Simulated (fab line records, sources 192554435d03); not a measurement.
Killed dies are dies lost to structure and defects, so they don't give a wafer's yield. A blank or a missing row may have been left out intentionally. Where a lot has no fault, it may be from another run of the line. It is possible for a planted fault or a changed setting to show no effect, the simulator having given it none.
fab line records ; flow n5Finfet
record lots=6; wafers=17; lastDay=19
route steps=1938 shown BEOL_M10@1495 PASSIVATION@1936
lots untouched by any fault: they come from a run of this same line in which no faults occurred
startH: hours from the record's first day to the start of the lot's first wafer shown ; waitH: hours elapsed since this lot's preceding step ; " identical to the entry in the row above ; L1.1+2: a single row standing in for several wafers ; - no value, or no start given ; * or withheld: withheld ; < > ~ a bound
route shown NAME@n: NAME is a module with steps in the file, n the number in the route of the first one ; usual: mean/standard deviation taken from wafers without a fault ; same: alike in all rows ; chamber/n: place in a boat ; sites: readings site by site ; _std_site: standard deviation across them ; _edge_site: the outer-site mean with the inner-site mean subtracted ; radiusMm: for every site, how far away it sits from the centre of the wafer ; mask NAME#n: copy n ; behind: tool/chamber where the wafer was last shaped ; hold: the reason the lot was held/the length of the hold in hours/how it ended ; device: the n, p or np transistor that did not switch ; end of line: tests run on the same wafers once the route is complete ; where a step has no rows: the recipe by itself ; killed: not the wafer's yield, but the dies lost to structure and defects at the first sort ; map: the dies of a wafer, with x for killed, . for not killed, _ for no die there
set.NAME: setting as actually run; set.NAME@STEP: the setting as run at that earlier step ; model.NAME: the simulator's own value behind a step, which no gauge read
certain route steps with their lots: each step a table, each wafer a row
services: a tool's chamber out of use, with start hour (startH, from the record's first day; less than 0 if before it), hours out, and reason
## steps
# step N5_BEOL_M10_COAT_64
# recipe resist=SiARC; tempC=220; timeS=60; spinRpm=1500; resistThkNm=30
# step N5_BEOL_M10_COAT_22
# recipe resist=CAR-ArF; spinRpm=1500; resistThkNm=90
# step N5_BEOL_M10_EBR_24
# recipe solvent=PGMEA; ebrWidthMm=1.5
# step N5_BEOL_M10_SOFTBAKE_23
# recipe tempC=110; timeS=60; resist=CAR-ArF
# step N5_BEOL_M10_EXPOSE_25
# recipe maskId=V9; na=1.35; sourceShape=annular; sigmaInner=0.5; sigmaOuter=0.8; polarization=unpolarized; doseMj=85.5
# step N5_BEOL_M10_PEB_26
# recipe pebTempC=withheld; pebTimeS=60; resist=CAR-ArF
# step N5_BEOL_M10_DEVELOP_27
# recipe developTimeS=30; developer=TMAH; resist=CAR-ArF; rinseLiquid=diw; dry=airSpin; devTempC=23
# step N5_BEOL_M10_CD_MEAS_28
# recipe targetCdNm=70; landingEnergyEv=500; detector=seInlens; polarity=opening
# usual cdNm=70.0/0.73
lot.wafer;tool;chamber;startH;waitH;cdNm
L636.3;cdSem-03;0;275.98;-;69.4
L636.4;cdSem-03;0;275.98;-;69.4
L636.6;cdSem-03;0;275.98;-;70.1
L640.1;cdSem-02;0;285.18;-;70.6
L640.2;cdSem-02;0;285.18;-;69.6
L640.4;cdSem-02;0;285.18;-;70.3
L648.1;cdSem-02;0;334.08;-;69.5
L648.4;cdSem-02;0;334.08;-;70.4
L648.6;cdSem-02;0;334.08;-;70.0
L649.2;cdSem-02;0;334.80;-;69.5
L649.5;cdSem-02;0;334.80;-;70.5
L656.2;cdSem-01;0;389.44;-;70.8
L656.5;cdSem-01;0;389.44;-;70.6
L656.6;cdSem-01;0;389.44;-;70.1
L657.1;cdSem-03;0;398.81;-;70.2
L657.4;cdSem-03;0;398.81;-;70.4
L657.6;cdSem-03;0;398.81;-;70.0
# step N5_BEOL_M10_OVL_MEAS_29
# recipe pointsPerWafer=44
# usual V9_OVL=-0.4/0.81
lot.wafer;tool;chamber;startH;waitH;V9_OVL[nm]
L636.3;overlay-01;0;276.02;0.0;-0.8
L636.4;overlay-01;0;276.02;0.0;-1.2
L636.6;overlay-01;0;276.02;0.0;-0.1
L640.1;overlay-01;0;285.21;0.0;-1.8
L640.2;overlay-01;0;285.21;0.0;-1.2
L640.4;overlay-01;0;285.21;0.0;-0.8
L648.1;overlay-01;0;334.11;0.0;0.0
L648.4;overlay-01;0;334.11;0.0;-0.1
L648.6;overlay-01;0;334.11;0.0;-0.6
L649.2;overlay-02;0;334.83;0.0;-0.8
L649.5;overlay-02;0;334.83;0.0;-2.0
L656.2;overlay-01;0;389.47;0.0;0.0
L656.5;overlay-01;0;389.47;0.0;-0.7
L656.6;overlay-01;0;389.47;0.0;-0.3
L657.1;overlay-01;0;398.84;0.0;-0.4
L657.4;overlay-01;0;398.84;0.0;-0.6
L657.6;overlay-01;0;398.84;0.0;0.6
# step N5_BEOL_M10_INSPECT_30
# recipe mode=adi; inspectInstrument=brightfield
# usual rawDefectCount=417/97
lot.wafer;tool;chamber;startH;waitH;rawDefectCount
L636.3;defectInspect-01;-;276.05;0.0;421
L636.4;defectInspect-01;-;276.05;0.0;463
L636.6;defectInspect-01;-;276.05;0.0;405
L640.1;defectInspect-01;-;285.23;0.0;401
L640.2;defectInspect-01;-;285.23;0.0;339
L640.4;defectInspect-01;-;285.23;0.0;549
L648.1;defectInspect-02;-;334.14;0.0;449
L648.4;defectInspect-02;-;334.14;0.0;421
L648.6;defectInspect-02;-;334.14;0.0;450
L649.2;defectInspect-01;-;334.86;0.0;359
L649.5;defectInspect-01;-;334.86;0.0;456
L656.2;defectInspect-01;-;389.50;0.0;391
L656.5;defectInspect-01;-;389.50;0.0;364
L656.6;defectInspect-01;-;389.50;0.0;380
L657.1;defectInspect-02;-;398.87;0.0;460
L657.4;defectInspect-02;-;398.87;0.0;424
L657.6;defectInspect-02;-;398.87;0.0;405
# step N5_BEOL_M10_DESCUM_33
# recipe chemistry=O2; timeS=7.9; sourcePowerW=50; biasPowerW=20; pressureMtorr=20; rfFrequencyHz=2.712e+07; tempC=40; resist=CAR-ArF; o2FlowSccm=225
# usual drypumpMotorCurrentA=5.9/0.48; oesProductAu=0.78/0.072; rfVppV=244.0/1.3; showerheadPlenumPTorr=2.14/0.058; throttleValvePct=20.46/0.18
lot.wafer;tool;chamber;startH;waitH;drypumpMotorCurrentA;oesProductAu;rfHoursCounterH;rfVppV;showerheadPlenumPTorr;throttleValvePct
L636.3;rieDiel-02;3;276.80;0.8;5.8;0.79;126;246.0;2.18;20.59
L636.4;rieDiel-02;2;276.80;0.8;6.0;0.89;24;247.1;2.22;20.40
L636.6;rieDiel-02;2;276.80;0.8;6.0;0.90;-;244.9;2.22;20.38
L640.1;rieDiel-05;1;285.27;0.0;4.9;0.84;84;242.5;2.04;20.36
L640.2;rieDiel-05;2;285.27;0.0;6.0;0.94;7;244.4;2.15;20.04
L640.4;rieDiel-05;3;285.27;0.0;6.4;0.69;228;243.9;2.15;20.66
L648.1;rieDiel-02;1;335.20;1.1;5.0;0.81;90;242.5;2.03;20.41
L648.4;rieDiel-02;0;335.20;1.1;6.2;0.69;235;244.4;2.15;20.49
L648.6;rieDiel-02;3;335.20;1.1;5.8;0.77;-;245.3;2.18;20.62
L649.2;rieDiel-02;2;336.25;1.4;6.1;0.85;45;247.2;2.21;20.43
L649.5;rieDiel-02;3;336.25;1.4;5.8;0.78;-;244.2;2.18;20.62
L656.2;rieDiel-03;2;390.43;0.9;5.8;0.78;114;244.1;2.19;20.69
L656.5;rieDiel-03;2;390.43;0.9;5.8;0.78;-;244.6;2.19;20.71
L656.6;rieDiel-03;3;390.43;0.9;6.1;0.70;-;243.6;2.06;20.62
L657.1;rieDiel-05;2;398.90;0.0;5.9;0.86;45;244.0;2.14;20.08
L657.4;rieDiel-05;3;398.90;0.0;6.4;0.98;6;243.8;2.14;20.34
L657.6;rieDiel-05;0;398.90;0.0;5.7;0.69;-;243.5;2.16;20.63
# step N5_BEOL_M10_ETCH_65
# recipe chemistry=CF4; target=SiARC; targetDepthA=390; maskMaterial=CAR-ArF; timeS=65; ionEnergyEv=80; pressureMtorr=40; sourceW=545; biasW=36; Ar_flow_sccm=100; cf4FlowSccm=100; ends=cleared
# usual drypumpMotorCurrentA=5.9/0.48; etchRfOnTimeS=65.1/0.99; mfcArSccm=100.0/0.31; oesProductAu=0.66/0.058; rfVppV=184.6/1; showerheadPlenumPTorr=2.19/0.06; throttleValvePct=15.64/0.2
lot.wafer;tool;chamber;startH;waitH;drypumpMotorCurrentA;etchRfOnTimeS;mfcArSccm;oesProductAu;rfHoursCounterH;rfVppV;showerheadPlenumPTorr;throttleValvePct
L636.3;rieDiel-02;3;276.83;0.0;5.8;63.6;99.6;0.69;126;185.7;2.24;15.81
L636.4;rieDiel-02;2;276.83;0.0;6.0;65.5;99.9;0.75;24;186.8;2.27;15.53
L636.6;rieDiel-02;2;276.83;0.0;6.0;65.3;99.7;0.75;-;185.1;2.27;15.55
L640.1;rieDiel-05;1;285.30;0.0;4.9;65.4;99.8;0.70;84;183.3;2.08;15.42
L640.2;rieDiel-05;2;285.30;0.0;5.9;63.4;100.2;0.80;7;183.7;2.19;15.11
L640.4;rieDiel-05;3;285.30;0.0;6.4;65.4;99.7;0.59;228;184.5;2.20;15.90
L648.1;rieDiel-02;1;335.23;0.0;5.0;66.8;100.4;0.69;90;182.9;2.08;15.54
L648.4;rieDiel-02;0;335.23;0.0;6.2;66.6;99.5;0.58;235;186.2;2.21;15.77
L648.6;rieDiel-02;3;335.23;0.0;5.8;64.9;100.0;0.67;-;185.1;2.23;15.84
L649.2;rieDiel-02;2;336.29;0.0;6.0;65.1;99.3;0.73;45;185.9;2.26;15.56
L649.5;rieDiel-02;3;336.29;0.0;5.8;64.1;100.1;0.67;-;184.9;2.23;15.83
L656.2;rieDiel-03;2;390.46;0.0;5.8;65.0;100.1;0.67;114;184.6;2.24;15.84
L656.5;rieDiel-03;2;390.46;0.0;5.8;65.0;100.3;0.67;-;184.6;2.24;15.82
L656.6;rieDiel-03;3;390.46;0.0;6.1;64.9;100.0;0.60;-;185.9;2.11;15.84
L657.1;rieDiel-05;2;398.94;0.0;5.9;63.8;100.0;0.73;45;184.8;2.18;15.17
L657.4;rieDiel-05;3;398.94;0.0;6.4;62.1;100.2;0.83;6;185.6;2.19;15.47
L657.6;rieDiel-05;0;398.94;0.0;5.6;64.0;100.7;0.60;-;185.4;2.21;15.87
# step N5_BEOL_M10_ETCH_66
# recipe chemistry=N2/H2; target=SOC; targetDepthA=1200; overetchA=240; maskMaterial=SiARC; tempC=40; timeS=180; ionEnergyEv=200; pressureMtorr=30; sourceW=840; biasW=150; n2FlowSccm=200; h2FlowSccm=200
# usual drypumpMotorCurrentA=5.9/0.48; n2FlowSccm=200.0/0.56; oesProductAu=0.63/0.054; rfVppV=525.4/2.2; runLengthS=203.6/0.37; showerheadPlenumPTorr=2.60/0.074; throttleValvePct=17.85/0.23
lot.wafer;tool;chamber;startH;waitH;drypumpMotorCurrentA;n2FlowSccm;oesProductAu;rfHoursCounterH;rfVppV;runLengthS;showerheadPlenumPTorr;throttleValvePct;model.SiARC_of_BEOL_M10_COAT_64.thkNm
L636.3;rieDiel-02;3;276.88;0.0;5.8;199.4;0.65;126;526.9;204.2;2.66;18.05;22.4
L636.4;rieDiel-02;2;276.88;0.0;6.1;199.6;0.72;24;527.5;203.2;2.71;17.72;22.6
L636.6;rieDiel-02;2;276.88;0.0;6.1;199.7;0.72;-;528.3;203.3;2.71;17.71;22.8
L640.1;rieDiel-05;1;285.35;0.0;4.9;199.9;0.67;84;521.9;203.9;2.46;17.53;22.8
L640.2;rieDiel-05;2;285.35;0.0;5.9;199.4;0.75;7;524.8;203.3;2.60;17.31;22.4
L640.4;rieDiel-05;3;285.35;0.0;6.4;198.9;0.56;228;526.6;203.6;2.61;17.97;22.8
L648.1;rieDiel-02;1;335.28;0.0;5.0;200.1;0.66;90;521.2;203.4;2.47;17.89;23
L648.4;rieDiel-02;0;335.28;0.0;6.2;200.3;0.59;235;526.5;195.5;2.61;17.90;23.2
L648.6;rieDiel-02;3;335.28;0.0;5.8;199.8;0.62;-;527.2;204.0;2.65;18.09;22.8
L649.2;rieDiel-02;2;336.34;0.0;6.1;198.8;0.69;45;528.6;202.9;2.70;17.77;22.8
L649.5;rieDiel-02;3;336.34;0.0;5.8;199.6;0.66;-;527.1;195.7;2.65;18.09;23
L656.2;rieDiel-03;2;390.51;0.0;5.8;200.0;0.63;114;528.2;204.1;2.67;18.19;23
L656.5;rieDiel-03;2;390.51;0.0;5.8;201.3;0.63;-;527.6;203.8;2.67;18.18;23
L656.6;rieDiel-03;3;390.51;0.0;6.1;199.5;0.57;-;524.3;203.4;2.50;17.98;22.8
L657.1;rieDiel-05;2;398.99;0.0;5.9;200.3;0.68;45;527.1;203.3;2.58;17.37;22.4
L657.4;rieDiel-05;3;398.99;0.0;6.4;199.9;0.78;6;525.8;203.7;2.59;17.60;22.4
L657.6;rieDiel-05;0;398.99;0.0;5.7;198.8;0.57;-;526.5;203.6;2.64;18.19;22.4
# step N5_BEOL_M10_STRIP_69
# recipe chemistry=N2/H2; tempC=40; n2FlowSccm=200; h2FlowSccm=200; rfFrequencyHz=6e+07
# step N5_PASSIVATION_PROBE_49
# usual defectLimitedYield=91.5/1.3; killed_at_M0_to_M3=33/10; killed_at_M4_up=13/4; killedAtContacts=12/6.3; killedAtFrontEnd=39/11; killedAtOther=3.4/2.6; killedDies=100/15; killedOpen=65/11; killedShort=34/7.8; sort_bin_5_function=5.0/0.89; sort_bin_6_memory=3.2/0.58; sortNPass=1080/15; sortYieldPct=91.5/1.3
# same grossDies=1180; killedAtBackSide=0; sort_bin_4_leakage[%]=0; sort_bin_8_speed[%]=0
lot.wafer;tool;chamber;startH;waitH;defectLimitedYield[%];killed_at_M0_to_M3;killed_at_M4_up;killedAtContacts;killedAtFrontEnd;killedAtOther;killedDies;killedOpen;killedShort;sort_bin_5_function[%];sort_bin_6_memory[%];sortNPass;sortYieldPct[%]
L649.2;prober-02;-;392.46;0.1;91.0;35;12;13;42;4;106;71;35;6.0;2.7;1074;91.0
L656.2;prober-02;-;452.44;0.1;91.4;43;15;11;32;1;102;73;26;5.6;2.8;1078;91.4
L656.5;prober-02;-;452.59;0.2;89.9;47;18;8;43;3;119;81;37;5.3;4.4;1061;89.9
L656.6;prober-02;-;452.64;0.3;90.4;52;16;10;33;2;113;79;33;5.4;3.9;1067;90.4
# killed by level:class
L649.2 BEOL_M0_SAQP:geometricParticle:open=12 FIN_SAQP:geometricParticle:short=10 MOL_CONTACT_COAG:geometricParticle:open=9 STI_FIN_REVEAL:geometricParticle:open=7 BEOL_M0_SAQP:geometricParticle:short=7 GATE_CUT:geometricParticle:open=6 GATE_CUT:geometricParticle:short=6 FIN_SAQP:geometricParticle:open=5
L656.2 BEOL_M2:geometricParticle:open=11 BEOL_M4:geometricParticle:open=11 MOL_CONTACT_COAG:geometricParticle:open=10 BEOL_M0_SAQP:geometricParticle:open=9 BEOL_M0_SAQP:geometricParticle:short=8 FIN_SAQP:geometricParticle:open=7 BEOL_M1:geometricParticle:open=7 FIN_SAQP:geometricParticle:short=5
L656.5 STI_FIN_REVEAL:geometricParticle:open=18 FIN_SAQP:geometricParticle:open=11 BEOL_M0_SAQP:geometricParticle:short=10 BEOL_M1:geometricParticle:open=9 MOL_CONTACT_COAG:geometricParticle:open=7 BEOL_M0_SAQP:geometricParticle:open=7 BEOL_M0:geometricParticle:open=7 BEOL_M2:geometricParticle:open=5
L656.6 BEOL_M0_SAQP:geometricParticle:open=14 BEOL_M0_SAQP:geometricParticle:short=13 BEOL_M2:geometricParticle:open=12 MOL_CONTACT_COAG:geometricParticle:open=9 BEOL_M4:geometricParticle:open=8 FIN_SAQP:geometricParticle:open=6 STI_FIN_REVEAL:geometricParticle:open=5 BEOL_M3:geometricParticle:open=5
## services
tool;chamber;startH;hours;kind
rieDiel-03;0;253.76;5.9;repair
rieDiel-05;1;276.26;3.2;repair
rieDiel-05;-;322.76;14.6;pm
rieDiel-05;0;341.64;21.4;repair
rieDiel-05;3;363.02;-;clean
rieDiel-05;3;363.02;-;consumableReplace:focusRing
rieDiel-05;3;363.02;17.6;scheduledDown
rieDiel-05;3;363.02;17.6;ventCycle
rieDiel-05;1;364.89;25.3;repair
rieDiel-03;3;373.30;4.5;repair
rieDiel-02;0;377.03;1.3;repair
rieDiel-02;0;378.56;-;clean
rieDiel-02;0;378.56;-;consumableReplace:focusRing
rieDiel-02;0;378.56;19.5;scheduledDown
rieDiel-02;0;378.56;19.5;ventCycle
rieDiel-03;1;385.22;-;clean
rieDiel-03;1;385.22;-;consumableReplace:focusRing
rieDiel-03;1;385.22;24.3;scheduledDown
rieDiel-03;1;385.22;24.3;ventCycle
## key
firstSign step=N5_BEOL_M10_ETCH_66; reading=runLengthS; direction=down; sigmas=22; usual=*; struck=*
effect none on later readings
modelEffect step=N5_BEOL_M10_ETCH_66; value=SiARC_of_BEOL_M10_COAT_64.thkNm; without=22.7; struck=23.1
metAt N5_BEOL_M10_ETCH_66
struckWafers L648.4,L649.5
onsetBetween 276.88 335.28
fault kind=processParameterDrift; tool=rieDiel-02; chamber=-; onsetH=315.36; steps=N5_BEOL_M10_ETCH_66; channel=timeS; offset=*; shape=step; endH=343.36; scope=struckWafersOnly; actsIn=*; stated=*
